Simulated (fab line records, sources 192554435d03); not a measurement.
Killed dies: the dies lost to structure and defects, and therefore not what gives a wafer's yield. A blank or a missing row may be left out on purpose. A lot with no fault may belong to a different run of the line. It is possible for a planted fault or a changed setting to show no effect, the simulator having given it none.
Code-filled problem report in 8D (eight disciplines) form    flow n5_finfet    the parts of the form that need people (team, actions taken, sign-off) are left out

## 1. PROBLEM STATEMENT
Mean of strip_time_to_endpoint_s at N5_SDB_STRIP_22: 85.9 s across 4 wafers in 3 lots; on wafers with no fault it is 96.2 s (standard deviation 0.4). That is -26 standard deviations from the usual mean.
The step: strips in N2/H2.
First observed at day 7 10:42: wafer L867.2, on plasma_asher-01. The record holds 27 wafers of 10 lots with a number at this step. By rule, "out" or "out of limits" means more than 4 standard deviations away from the usual mean. The rest of the wafers with a number are treated as sound.

## 2. WHAT IT IS AND WHAT IT IS NOT
question                     is                              is not
which readings at this step  strip_time_to_endpoint_s        drypump_motor_current_A, heater_power_w
which lots                   L867, L870, L872                L853, L855, L858, L861, L862, L863, L874
which wafers of those lots   L867.2, L870.2, L870.5, L872.5  L867.1, L872.4
read on which tools          plasma_asher-01                 plasma_asher-02
when                         from day 7 10:42                up to then (19 sound wafers); but 4 sound wafers of L872, L874 came after

## 3. SUSPECTS, AND WHAT RULES EACH OUT
Counting: any tool at a process step up to the reading remains a suspect provided it ran every lot that is out. Sound lots after the first of them don't rule it out here, since some wafers of a struck lot are sound.
- rie_diel-03 at N5_SDB_ETCH_18 (etches SOC in N2/H2, target depth 100 nm, overetch 20 nm, time 150 s): kept. Every lot that is out went through it, the first being L867 (day 7 10:25); the last sound lot it ran before that was L863 (day 6 14:29).
- rie_diel-03 at N5_SDB_HM_OPEN_20 (chemistry CH3F/O2, target SiNx, stops on poly-Si, target depth 24 nm): kept. Every lot that is out went through it, the first being L867 (day 7 10:34); the last sound lot it ran before that was L863 (day 6 14:38).
- plasma_asher-01 at N5_SDB_STRIP_22 (strips in N2/H2): kept. Every lot that is out went through it, the first being L867 (day 7 10:42); the last sound lot it ran before that was L861 (day 6 03:20). On those wafers its own readings are out: strip_time_to_endpoint_s.
Left after counting: rie_diel-03 at N5_SDB_ETCH_18, rie_diel-03 at N5_SDB_HM_OPEN_20, plasma_asher-01 at N5_SDB_STRIP_22.

## 4. THE CAUSE (what the simulator had put in)
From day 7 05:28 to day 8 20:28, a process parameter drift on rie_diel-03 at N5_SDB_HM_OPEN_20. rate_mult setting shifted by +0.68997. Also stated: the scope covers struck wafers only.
Counting left 3 suspects, and this tool is among them.

## 5. THE EFFECT CHAIN, in route order
Each row: a reading whose mean over the struck wafers that have a number lies more than 3 standard deviations from the usual. Only readings for which the record gives a usual standard deviation are gone through. hours: the time from each lot's start at the first step in this table that gives one to its start at this step, as a median over the lots. sigmas: the change in usual standard deviations.
hours  step             reading                   usual   on struck wafers  change  sigmas
0      N5_SDB_STRIP_22  strip_time_to_endpoint_s  96.2 s  85.9              -10.3   -26
The process steps in it:
- N5_SDB_STRIP_22: strips in N2/H2.

## 6. WHAT WOULD HAVE CAUGHT IT SOONER
5 hours passed between the start of the fault at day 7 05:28 and the first reading out of limits in this record, taken at day 7 10:42.
Of the tool readings at N5_SDB_HM_OPEN_20 for which the record gives a usual standard deviation, none was out on any struck wafer, so an alarm limit of 4 standard deviations on them would not have fired.
Of the lots that are out (3), L870, L872 began N5_SDB_HM_OPEN_20 on rie_diel-03 after day 7 10:42. A hold on the tool at that time would have spared those 2.
